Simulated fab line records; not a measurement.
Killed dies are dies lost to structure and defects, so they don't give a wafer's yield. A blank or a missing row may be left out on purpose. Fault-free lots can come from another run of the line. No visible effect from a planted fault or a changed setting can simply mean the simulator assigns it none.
Code-filled problem report in 8D (eight disciplines) form / flow nand harc / the parts of the form that need people (team, actions taken, sign-off) are left out

== 1. WHAT WENT WRONG ==
run length s at NHARC_A_BONDPAD_ETCH_12 reads a mean of 112.8 s on 1 wafer of 1 lot; wafers without a fault read 131.3 s with a standard deviation of 0.44. Relative to the usual mean, that is a shift of -42 standard deviations.
The step: etches the open film in CHF3/O2, target depth 220 nm, time 110 s.
First observed at day 28 16:28: wafer L179.6, on rie diel-09. The record holds 39 wafers of 13 lots with a number at this step. The rule behind "out" and "out of limits": a value lying over 4 standard deviations away from the usual mean. The other wafers with a number count as sound.

== 2. WHAT THIS IS AND IS NOT ==
question=which readings at this step | is=run length s | is not=drypump motor current A, oes product au, rf vpp V, showerhead plenum p Torr
question=which lots | is=L179 | is not=L166, L167, L168, L169, L170, L174, L175, L182, L185, L187, L188, L189
question=which wafers of those lots | is=L179.6 | is not=L179.4, L179.5
question=read on which tools | is=rie diel-09 | is not=rie diel-13
question=when | is=from day 28 16:28 | is not=up to then (23 sound wafers); but 15 sound wafers of L182, L185, L187, L188, L189 came after

== 3. WHAT RULES OUT EACH SUSPECT ==
Counting: a tool at a process step up to the reading stays a suspect if it ran every lot that is out. Sound lots after the first of them don't rule it out here, since some wafers of a struck lot are sound.
- rie diel-09 at NHARC_A_BONDPAD_DESCUM_11 (chemistry O2, time 3 s): kept. The lot that is out, L179, ran on it at day 28 16:16; the last sound lot it ran before that was L175, at day 26 16:25.
- rie diel-09 at NHARC_A_BONDPAD_ETCH_12 (etches the open film in CHF3/O2, target depth 220 nm, time 110 s): kept. The lot that is out, L179, ran on it at day 28 16:28; the last sound lot it ran before that was L175, at day 26 16:35. Out on those wafers are its own readings of run length s.
- rie diel-09, NHARC_A_BONDPAD_ETCH_12: wafers that are out in chamber 0, sound lot-mates in chambers 2, 3.
The count leaves rie diel-09 at NHARC_A_BONDPAD_ETCH_12 and rie diel-09 at NHARC_A_BONDPAD_DESCUM_11.

== 4. THE CAUSE (what the simulator had put in) ==
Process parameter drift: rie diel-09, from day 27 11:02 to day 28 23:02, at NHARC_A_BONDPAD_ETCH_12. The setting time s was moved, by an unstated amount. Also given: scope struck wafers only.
Of the 2 suspects that counting leaves, this tool is one.

== 5. SEQUENCE OF EFFECTS, ordered by route ==
Each row: a reading where the mean over the struck wafers with a number is more than 3 standard deviations away from the usual. Readings are gone through only where the record gives a usual standard deviation; hours: the median, over the lots, of the time from a lot's start at the first step in this table giving one to that lot's start at this step; sigmas: the change measured in usual standard deviations.
hours=0; step=NHARC_A_BONDPAD_ETCH_12; reading=run length s; usual=131.3 s; on struck wafers=112.8; change=-18.5; sigmas=-42
The process steps in it:
- NHARC_A_BONDPAD_ETCH_12: etches the open film in CHF3/O2, target depth 220 nm, time 110 s.
Readings that are blank on the struck wafers while sound wafers have them: bias w at NHARC_A_BONDPAD_ETCH_12.

== 6. HOW IT WOULD HAVE BEEN CAUGHT EARLIER ==
29 hours passed between the start of the fault at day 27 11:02 and the first reading out of limits in this record, taken at day 28 16:28.
